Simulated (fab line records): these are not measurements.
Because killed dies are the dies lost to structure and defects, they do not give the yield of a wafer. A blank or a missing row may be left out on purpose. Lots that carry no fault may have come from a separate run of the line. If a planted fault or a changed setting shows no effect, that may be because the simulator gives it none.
Matching of chambers | flow nand_harc | rie_diel-03 running NHARC_A_STAIRCASE_ETCH_444: 4 sister chambers
The step etches the open film in C4F8/O2, target depth 20400 nm, time 6800 s. 4 wafers are shown with their chamber, then 9 later ones without.

## WAFERS PAIRED WITH THEIR CHAMBERS
wafer  | chamber | rf_vpp_V (V)
L082.3 | 2       | 815
L087.1 | 3       | 809
L087.2 | 0       | 814
L087.4 | 1       | 803

## WAFERS WHOSE CHAMBER IS MISSING
wafer  | rf_vpp_V (V)
L088.3 | 808
L088.4 | 814
L088.6 | 814
L092.2 | 812
L092.1 | 811
L092.5 | 814
L095.1 | 812
L095.2 | 803
L095.3 | 816

## EACH ONE'S CHAMBER
wafer  | from the rows above          | in truth
L088.3 | 3                            | 3
L088.4 | can't be placed: 0 or 2      | 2
L088.6 | can't be placed: 0 or 2      | 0
L092.2 | can't be placed: 0 or 2 or 3 | 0
L092.1 | can't be placed: 3 or 0 or 2 | 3
L092.5 | can't be placed: 0 or 2      | 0
L095.1 | can't be placed: 0 or 2 or 3 | 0
L095.2 | 1                            | 1
L095.3 | can't be placed: 2 or 0      | 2
Placed correctly: 2 of 9. Can't be placed from these rows: 7 (the true chamber is among the candidates in 7). Placed wrongly: 0.
How it was worked out, from the rows above alone: a wafer's distance from a chamber is the root of the sum, over the readings, of the square of ((its reading less the chamber's mean) divided by the reading's scatter). The wafer belongs to the nearest chamber; if the next one is less than 2 further off, it can't be placed. The mean given for a chamber averages the wafers shown for that chamber. The scatter (one wafer shown for each chamber): square how far every hidden wafer sits from the nearest shown wafer, average those squares and take the square root.
